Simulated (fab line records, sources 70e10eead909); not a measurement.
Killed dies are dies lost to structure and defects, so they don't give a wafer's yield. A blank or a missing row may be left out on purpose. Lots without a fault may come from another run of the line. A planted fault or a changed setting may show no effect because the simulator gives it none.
A struck lot beside a sound one | flow nand_harc | 18 steps out of a route of 1302
Sound: wafers L666.1, L666.3, L666.6. Struck: wafers L677.2, L677.5, L677.6. The cause comes at the end.
At each step with rows: each side's tool, then ch and its chambers, then its first start. Under that, the readings that differ: sound wafers | struck wafers | difference of the means | sigmas: that difference in standard deviations of wafers without a fault.
alike: readings whose means differ by less than 2 such deviations, and words and numbers that are the same on both sides. not compared: withheld readings, readings that some wafer has no value for, bounds like >300 that may hide the same value, and numbers for which the record gives no deviation and whose values overlap.
The two part at a step that has a row with sigmas, a row that says differs or no value, or rows on one side only. Numbers that don't overlap but have no deviation are shown without sigmas and don't part them. A reading that every wafer of one side lacks parts them only if that side has two wafers or more.

NHARC_P_ZERO_WELL_CD_MEAS_24: target cd 720 nm.
  sound on cd_sem-01 ch 0, day 4 00:43; struck on cd_sem-01 ch 0, day 8 14:45
  alike: cd_nm
then, 1 step without rows for these wafers: NHARC_P_ZERO_WELL_HARDBAKE_25 (time 80 s).
NHARC_P_ZERO_WELL_DESCUM_26: chemistry O2, time 3 s.
  sound on rie_diel-12 ch 1,3, day 4 00:53; struck on rie_diel-12 ch 0,3, day 8 14:55
  alike: drypump_motor_current_A, mfc_ar_sccm, oes_product_au, rf_vpp_V, showerhead_plenum_p_Torr, throttle_valve_pct
  not compared: rf_hours_counter_h
then, 9 steps without rows for these wafers: NHARC_P_ZERO_WELL_IMPLANT_27; NHARC_P_ZERO_WELL_IMPLANT_57; NHARC_P_ZERO_WELL_IMPLANT_58; NHARC_P_ZERO_WELL_STRIP_28 (strips in SPM, time 840 s); NHARC_P_ZERO_WELL_DEHYDRATE_29 (time 120 s); NHARC_P_ZERO_WELL_HMDS_30 (time 30 s); NHARC_P_ZERO_WELL_COAT_31; NHARC_P_ZERO_WELL_SOFTBAKE_32 (time 95 s); NHARC_P_ZERO_WELL_EBR_33.
NHARC_P_ZERO_WELL_EXPOSE_34: exposes mask P PWELL, target cd 720 nm.
  sound on krf_scanner-03 ch 0, day 4 02:12; struck on krf_scanner-01 ch 0, day 8 16:08
  reading | sound                         | struck                        | difference | sigmas
  mask    | P_PWELL#0 P_PWELL#0 P_PWELL#0 | P_NWELL#0 P_NWELL#0 P_NWELL#0 | differs    |
  alike: reticle_temp_C, stage_vel_mm_s
then, 2 steps without rows for these wafers: NHARC_P_ZERO_WELL_PEB_35 (peb time 85 s); NHARC_P_ZERO_WELL_DEVELOP_36 (time 70 s).
NHARC_P_ZERO_WELL_CD_MEAS_37: target cd 720 nm.
  sound on cd_sem-03 ch 0, day 4 02:22; struck on cd_sem-01 ch 0, day 8 16:17
  reading    | sound             | struck | difference                    | sigmas
  cd_nm (nm) | 720.5 717.9 719.8 | - - -  | no value on the struck wafers |
then, 1 step without rows for these wafers: NHARC_P_ZERO_WELL_HARDBAKE_38 (time 80 s).
-- the record jumps here: 22 days lie between the struck wafers' starts before and after (it left off in module P_ZERO_WELL and takes up again in module END, whose first step shown is number 1302 of the route) --
NHARC_END_SORT_01:
  sound on prober-01 ch 0, day 27 05:22; struck on prober-02 ch 0, day 30 10:28
  reading             | sound    | struck      | difference | sigmas
  killed_at_periphery | 6 4 3    | 610 624 625 | +615       | +99 or more
  killed_dies         | 61 56 63 | 677 677 677 | +617       | +29
  alike: killed_at_array, killed_at_other, killed_open, killed_short

WHERE THEY PART
First at NHARC_P_ZERO_WELL_EXPOSE_34; last, within this record, at NHARC_END_SORT_01.

WHY: what the simulator had put in
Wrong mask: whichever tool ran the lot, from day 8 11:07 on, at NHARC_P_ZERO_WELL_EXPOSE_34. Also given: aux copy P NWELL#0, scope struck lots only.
